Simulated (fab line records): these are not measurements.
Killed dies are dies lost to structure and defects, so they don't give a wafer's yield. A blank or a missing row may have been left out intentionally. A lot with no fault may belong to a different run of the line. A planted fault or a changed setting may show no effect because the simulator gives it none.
What tool caused it? | flow nand-harc | 12 lots, 36 wafers sampled, at 6 steps of a route of 1302

## WHAT EACH GAUGE READ, for each wafer
NHARC_P_GATE_OVL_MEAS_27. Usual: overlay-x-nm 0.2 nm, standard deviation 0.91; overlay-y-nm 0.1 nm, standard deviation 0.65.
lot  | measured     | on         | overlay-x-nm (nm) | overlay-y-nm (nm) | flag
L750 | day 5 03:21  | overlay-02 | 0.4 0.2 0.5       | -0.4 -0.2 -0.2    |
L751 | day 5 11:37  | overlay-02 | 0.8 1.2 0.8       | 0.3 0.3 0.4       |
L753 | day 6 03:50  | overlay-02 | -0.9 -0.7 -1.0    | 0.0 0.0 -0.1      |
L757 | day 8 05:19  | overlay-02 | 0.5 0.8 0.2       | 1.4 1.7 1.2       |
L764 | day 11 01:15 | overlay-02 | 0.5 0.6 0.2       | -0.5 -1.0 -1.2    |
L765 | day 11 01:37 | overlay-01 | 1.7 1.7 1.6       | -0.9 -0.2 -0.9    |
L767 | day 12 04:37 | overlay-02 | 1.8 1.3 1.7       | 1.0 1.2 1.2       |
L768 | day 12 13:16 | overlay-02 | 0.8 1.0 0.7       | -1.1 -0.9 -0.6    |
L769 | day 12 21:01 | overlay-01 | -2.0 -1.3 -1.2    | 0.1 0.3 0.3       |
L770 | day 13 10:58 | overlay-01 | -0.5 -1.1 -0.6    | 0.8 0.1 -0.1      |
L772 | day 14 04:07 | overlay-01 | -0.5 -0.6 -0.6    | -0.3 0.2 -0.1     |
L773 | day 14 18:31 | overlay-01 | 0.3 0.6 0.6       | -0.4 -0.2 -0.4    |

NHARC_P_GATE_CD_MEAS_46: target cd 720 nm. Usual: cd-nm reads 720.1 nm (standard deviation 1.7).
lot  | measured     | on        | cd-nm (nm)        | flag
L750 | day 5 15:06  | cd-sem-03 | 715.4 720.2 718.2 |
L751 | day 5 23:31  | cd-sem-02 | 720.0 717.6 719.3 |
L753 | day 6 15:33  | cd-sem-03 | 718.2 720.2 720.8 |
L757 | day 8 19:08  | cd-sem-02 | 694.0 693.8 694.5 | OFF
L764 | day 11 13:05 | cd-sem-01 | 721.2 719.9 721.0 |
L765 | day 11 13:29 | cd-sem-02 | 723.4 721.5 719.1 |
L767 | day 12 16:16 | cd-sem-02 | 720.6 722.5 718.1 |
L768 | day 13 07:37 | cd-sem-02 | 718.7 719.3 722.0 |
L769 | day 13 08:58 | cd-sem-03 | 719.3 719.9 723.6 |
L770 | day 13 22:55 | cd-sem-02 | 716.7 718.6 718.9 |
L772 | day 14 15:58 | cd-sem-03 | 722.5 720.5 720.5 |
L773 | day 15 08:26 | cd-sem-02 | 718.8 718.2 720.8 |

NHARC_END_SORT_01. Usual: killed-at-array 58, standard deviation 17; killed-at-other 1.0, standard deviation 1.4; killed-at-periphery 3.6, standard deviation 2.4; killed-dies 62, standard deviation 17; killed-open 3.4, standard deviation 2; killed-short 2.2, standard deviation 1.6.
lot  | measured     | on        | killed-at-array | killed-at-other | killed-at-periphery | killed-dies | killed-open | killed-short | flag
L764 | day 29 18:05 | prober-01 | 62 66 66        | 1 1 0           | 9 9 5               | 72 76 71    | 5 4 4       | 3 1 1        |
L765 | day 30 13:37 | prober-01 | 72 68 57        | 1 0 1           | 4 5 2               | 77 73 60    | 7 4 2       | 3 2 2        |
L768 | day 31 19:07 | prober-02 | 50 53 46        | 0 1 1           | 1 3 3               | 51 57 50    | 2 3 0       | 1 3 1        |
L773 | day 34 00:17 | prober-02 | 72 79 77        | 0 0 0           | 5 2 2               | 77 81 79    | 5 2 4       | 5 2 4        |

## WHICH TOOL RAN EACH LOT (tool, then ch and the chambers of the sampled wafers, then the start)
lot  | NHARC_P_GATE_HM_OPEN_105                      | NHARC_P_GATE_ALD_36               | NHARC_P_GATE_EXPOSE_43
L750 | rie-diel-05 ch 0,2,3, day 5 05:46 or earlier  | ald-sin-04 ch 1,2,3, day 5 05:46  | krf-scanner-03 ch 0, day 5 14:56
L751 | rie-diel-05 ch 1,2, day 5 12:59 or earlier    | ald-sin-02 ch 0,1,3, day 5 12:59  | krf-scanner-01 ch 0, day 5 23:22
L753 | rie-diel-09 ch 0,1,2, day 6 07:17 or earlier  | ald-sin-04 ch 1,2,3, day 6 07:17  | krf-scanner-04 ch 0, day 6 15:24
L757 | rie-diel-05 ch 0,1,3, day 8 06:40 or earlier  | ald-sin-02 ch 0,2,3, day 8 06:40  | krf-scanner-04 ch 0, day 8 18:59
L764 | rie-diel-03 ch 0,2,3, day 11 03:41 or earlier | ald-sin-01 ch 0,1,3, day 11 03:41 | krf-scanner-03 ch 0, day 11 12:56
L765 | rie-diel-09 ch 0,3, day 11 05:05 or earlier   | ald-sin-04 ch 0,2,3, day 11 05:05 | krf-scanner-04 ch 0, day 11 13:20
L767 | rie-diel-03 ch 0,1, day 12 08:02 or earlier   | ald-sin-01 ch 0,2,3, day 12 08:02 | krf-scanner-01 ch 0, day 12 16:07
L768 | rie-diel-05 ch 1,2,3, day 12 14:37 or earlier | ald-sin-04 ch 0,2, day 12 14:37   | krf-scanner-04 ch 0, day 13 07:28
L769 | rie-diel-09 ch 1,2, day 12 22:23 or earlier   | ald-sin-02 ch 1,3, day 12 22:23   | krf-scanner-01 ch 0, day 13 08:49
L770 | rie-diel-09 ch 1,2, day 13 12:19 or earlier   | ald-sin-01 ch 0,1,3, day 13 12:19 | krf-scanner-03 ch 0, day 13 22:46
L772 | rie-diel-09 ch 0,1, day 14 08:35 or earlier   | ald-sin-02 ch 0,1,3, day 14 08:35 | krf-scanner-03 ch 0, day 14 15:49
L773 | rie-diel-03 ch 0,1,2, day 14 19:56 or earlier | ald-sin-01 ch 2,3, day 14 19:56   | krf-scanner-03 ch 0, day 15 08:16
- NHARC_P_GATE_HM_OPEN_105: chemistry O2/COS, target depth 360 nm.
- NHARC_P_GATE_ALD_36: deposits SiNx, target thk 20 nm, pulse time 60 s, ald cycles 223.
- NHARC_P_GATE_EXPOSE_43: exposes mask P NSD, target cd 720 nm.

## WHAT THE TOOLS THEMSELVES READ (means of the sampled wafers that have a number; where no wafer has one, the mark that the record gives instead)
NHARC_P_GATE_HM_OPEN_105. Usual: bias-w 300.0 W, standard deviation 0.9; drypump-motor-current-A 5.5 A, standard deviation 0.33; oes-product-au 0.999 a.u., standard deviation 0.0098; rf-vpp-V 468.2 V, standard deviation 2.7; showerhead-plenum-p-Torr 3.17 Torr, standard deviation 0.12; throttle-valve-pct 28.330 %, standard deviation 0.0089.
lot  | tool        | bias-w (W) | drypump-motor-current-A (A) | oes-product-au (a.u.) | rf-vpp-V (V) | showerhead-plenum-p-Torr (Torr) | throttle-valve-pct (%) | flag
L750 | rie-diel-05 | 299.3      | 5.5                         | 0.997                 | 467.1        | 3.10                            | 28.330                 |
L751 | rie-diel-05 | 299.8      | 5.3                         | 0.996                 | 468.3        | 3.17                            | 28.327                 |
L753 | rie-diel-09 | 300.5      | 5.4                         | 1.004                 | 468.7        | 3.23                            | 28.323                 |
L757 | rie-diel-05 | 299.8      | 5.4                         | 1.004                 | 468.4        | 3.18                            | 28.325                 |
L764 | rie-diel-03 | 299.8      | 5.7                         | 0.998                 | 468.7        | 3.19                            | 28.335                 |
L765 | rie-diel-09 | 300.0      | 6.0                         | 1.004                 | 468.6        | 3.22                            | 28.339                 |
L767 | rie-diel-03 | 300.5      | 5.8                         | 1.006                 | 467.0        | 3.10                            | 28.326                 |
L768 | rie-diel-05 | 300.0      | 5.3                         | 0.991                 | 467.8        | 3.11                            | 28.325                 |
L769 | rie-diel-09 | 299.6      | 5.4                         | 0.985                 | 468.6        | 3.18                            | 28.331                 |
L770 | rie-diel-09 | 299.8      | 5.3                         | 0.988                 | 469.9        | 3.22                            | 28.338                 |
L772 | rie-diel-09 | 300.3      | 5.5                         | 1.007                 | 468.4        | 3.23                            | 28.321                 |
L773 | rie-diel-03 | 299.9      | 5.7                         | 0.993                 | 467.4        | 3.15                            | 28.329                 |

NHARC_P_GATE_ALD_36. Usual: heater-power-w 820 W, standard deviation 86; precursor-pulse-height-rel 1.001, standard deviation 0.02.
lot  | tool       | heater-power-w (W) | precursor-pulse-height-rel | flag
L750 | ald-sin-04 | 776                | 0.983                      |
L751 | ald-sin-02 | 812                | 1.006                      |
L753 | ald-sin-04 | 774                | 1.013                      |
L757 | ald-sin-02 | 859                | 0.999                      |
L764 | ald-sin-01 | 822                | 1.009                      |
L765 | ald-sin-04 | 809                | 0.994                      |
L767 | ald-sin-01 | 814                | 1.000                      |
L768 | ald-sin-04 | 746                | 1.007                      |
L769 | ald-sin-02 | 799                | 1.005                      |
L770 | ald-sin-01 | 840                | 1.007                      |
L772 | ald-sin-02 | 795                | 0.996                      |
L773 | ald-sin-01 | 757                | 0.986                      |

## THE ANSWER, worked out from the rows above alone
Rule: a lot is off if the mean of its wafers that have a number lies more than 3 standard deviations from the usual mean. Also off: a lot with no number at a reading for which 4 or more lots have one. The other lots that the step has rows for count as sound. After the gauges, taken in route order, come the tools' own readings; for these a lot's mean is taken, as printed above. At the first step where some lot is off, the reading lying furthest off is the one used; lots without a number count as furthest.
Off at NHARC_P_GATE_CD_MEAS_46 (cd-nm): L757.
A tool fits if, at a process step before that reading, it ran every lot that is off, and no sound lot after the first of them. The gauges at NHARC_P_GATE_CD_MEAS_46 are tried like those tools. Because NHARC_P_GATE_HM_OPEN_105 lacks a start for some lots, the hours and order of its lots are taken from NHARC_P_GATE_ALD_36. Not one of the candidates tried fits.

## WHAT HAD BEEN PUT IN BY THE SIMULATOR
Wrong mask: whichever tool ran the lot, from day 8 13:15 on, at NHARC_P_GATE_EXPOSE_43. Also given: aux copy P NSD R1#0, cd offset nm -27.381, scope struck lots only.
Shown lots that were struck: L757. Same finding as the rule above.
